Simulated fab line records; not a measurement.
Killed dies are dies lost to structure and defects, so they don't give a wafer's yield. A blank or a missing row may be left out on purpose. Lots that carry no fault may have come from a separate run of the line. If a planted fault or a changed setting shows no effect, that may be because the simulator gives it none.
A struck lot beside a sound one ; flow nandHarc ; 39 out of 1159 route steps
Sound: the wafers L787.1, L787.2, L787.3. The struck wafers were L801.1, L801.2, L801.4. The cause comes at the end.
Order at every step that has rows: each side's tool, ch and its chambers, its first start. Under that, the readings that differ: sound wafers ; struck wafers ; difference of the means ; sigmas: that difference in standard deviations of wafers without a fault.
alike: readings with means less than 2 such deviations apart, plus words and numbers identical on both sides. not compared: withheld readings, readings lacking a value on some wafer, bounds such as >300 that could conceal the same value, and numbers that have no deviation in the record and whose values overlap.
A row with sigmas, a row that says differs or no value, or rows on one side alone: a step with any of these is where the two part. Non-overlapping numbers with no deviation appear without sigmas and do not part them. A reading missing from all wafers of one side parts the sides only when that side holds two or more wafers.

NHARC_A_CHANNEL_HOLE_D1_ETCH_26: etches the open film in C4F8/O2/Ar, time 224.1 s, target depth 300 nm.
  sound on harEtch-02 ch 0,1, day 9 22:21; struck on harEtch-01 ch 0,1, day 13 02:32
  alike: c4f8FlowSccm, chamberPressureMTorr, drypumpMotorCurrentA, showerheadPlenumPTorr, throttleValvePct
  not compared: rfHoursCounterH
then, 8 steps without rows for these wafers: NHARC_A_CHANNEL_HOLE_D1_ETCH_33 (etches the open film in C4F8/O2/Ar, time 90 s, target depth 400 nm); NHARC_A_CHANNEL_HOLE_D1_STRIP_41 (strips in N2/H2); NHARC_A_CHANNEL_HOLE_D1_STRIP_42 (strips in CF4/CHF3); NHARC_A_CHANNEL_HOLE_D1_STRIP_43 (strips in O2/COS); NHARC_A_CHANNEL_HOLE_D1_ETCH_44 (etches the open film in CF4/O2, target depth 140 nm, overetch 14 nm, time 77 s); NHARC_A_CHANNEL_HOLE_D1_STRIP_27 (strips in O2); NHARC_A_CHANNEL_HOLE_D1_PRECLEAN_28 (cleans in SC1); NHARC_A_CHANNEL_HOLE_D1_SRD_29.
NHARC_A_CHANNEL_HOLE_D1_CD_MEAS_30:
  sound: cdSem-03 at day 10 00:05; struck: cdSem-01 at day 13 04:17
  alike: cdNm
then, 1 step without rows for these wafers: NHARC_A_CHANNEL_HOLE_D1_XSEM_31.
NHARC_A_CHANNEL_HOLE_D1_INSPECT_40:
  sound: defectInspect-02 at day 10 00:16; struck: defectInspect-01 at day 13 04:29
  alike: rawDefectCount
NHARC_A_CHANNEL_FILL_D1_PRECLEAN_00: cleans in SC1.
  sound on wetBench-02 ch 1,3,4, day 10 00:20; struck on wetBench-02 ch 3,4,6, day 13 04:33
then, 1 step without rows for these wafers: NHARC_A_CHANNEL_FILL_D1_SRD_01.
NHARC_A_CHANNEL_FILL_D1_ALD_02: deposits SiO2, target thk 6 nm, pulse time 10 s, ald cycles 60.
  sound on aldHk-04 ch 0,1,2, day 10 01:15; struck on aldHk-01 ch 0,1,3, day 13 05:33
  alike: heaterPowerW, precursorPulseHeightRel
NHARC_A_CHANNEL_FILL_D1_ALD_03: deposits SiNx, target thk 6 nm, pulse time 60 s, ald cycles 58.
  sound on aldSinBatch-02 ch 0; struck on aldSinBatch-01 ch 0
  alike: precursorPulseHeightRel
then, 5 steps without rows for these wafers: NHARC_A_CHANNEL_FILL_D1_ALD_14 (deposits SiO2, target thk 2.5 nm, pulse time 10 s, ald cycles 25); NHARC_A_CHANNEL_FILL_D1_ALD_15 (deposits SiNx, target thk 2 nm, pulse time 60 s, ald cycles 19); NHARC_A_CHANNEL_FILL_D1_ALD_16 (deposits SiO2, target thk 1.5 nm, pulse time 10 s, ald cycles 15); NHARC_A_CHANNEL_FILL_D1_ANNEAL_17 (time 1800 s); NHARC_A_CHANNEL_FILL_D1_CVD_18 (deposits poly-Si, target thk 3 nm).
NHARC_A_CHANNEL_FILL_D1_ETCHBACK_19: etches the open film in HBr/Cl2, target depth 5 nm, time 1.7 s.
  sound on rieSi-02 ch 0,1,3, day 11 01:08; struck on rieSi-05 ch 0,2,3, day 14 06:24
reading;sound;struck;difference;sigmas
rfHoursCounterH (h);0.2 0.2 0.2;0.6 0.7 0.8;+0.5;
  alike: chamberPressureMTorr, drypumpMotorCurrentA, oesProductAu, throttleValvePct
then, 12 steps without rows for these wafers: NHARC_A_CHANNEL_FILL_D1_ETCHBACK_20 (etches the open film in C4F8/O2/Ar, target depth 27 nm, time 13.5 s); NHARC_A_CHANNEL_FILL_D1_STRIP_28 (strips in O2, time 20 s); NHARC_A_CHANNEL_FILL_D1_PRECLEAN_21 (cleans in dHF, time 30 s); NHARC_A_CHANNEL_FILL_D1_SRD_23; NHARC_A_CHANNEL_FILL_D1_CVD_05 (deposits poly-Si, target thk 5 nm); NHARC_A_CHANNEL_FILL_D1_ANNEAL_22 (time 7200 s); NHARC_A_CHANNEL_FILL_D1_ALD_25 (deposits SiOx, target thk 60 nm, pulse time 10 s, ald cycles 600); NHARC_A_CHANNEL_FILL_D1_ETCHBACK_08 (etches the open film in C4F8, target depth 220 nm, time 110 s); NHARC_A_CHANNEL_FILL_D1_STRIP_29 (strips in O2, time 20 s); NHARC_A_CHANNEL_FILL_D1_PRECLEAN_30 (cleans in dHF, time 30 s); NHARC_A_CHANNEL_FILL_D1_SRD_31; NHARC_A_CHANNEL_FILL_D1_CVD_09 (deposits poly-Si, target thk 150 nm, time 3000 s).
NHARC_A_CHANNEL_FILL_D1_CMP_10: polishes, target thk 150 nm.
  sound on cmp-03 ch 1,2,3, day 12 00:44; struck on cmp-03 ch 0,1,3, day 15 05:53
  alike: motorCurrentA, slurryFlowMlMin, timeToEndpointS
then, 3 steps without rows for these wafers: NHARC_A_CHANNEL_FILL_D1_SRD_12; NHARC_A_CHANNEL_FILL_D1_RTA_24 (time 5 s); NHARC_A_STAIRCASE_DEP_156 (deposits SiNx, target thk 50 nm).
-- the record jumps here: 9 days lie between the struck wafers' starts before and after (it left off in module A_STAIRCASE and takes up again in module END, whose first step shown is number 1159 of the route) --
NHARC_END_SORT_01:
  only the struck wafers appear in the record here, on prober-01 ch 0 at day 23 23:42; the sound ones have no rows

WHERE THEY PART
At NHARC_END_SORT_01 and nowhere else, as far as this record goes.

WHY: whatever the simulator had introduced
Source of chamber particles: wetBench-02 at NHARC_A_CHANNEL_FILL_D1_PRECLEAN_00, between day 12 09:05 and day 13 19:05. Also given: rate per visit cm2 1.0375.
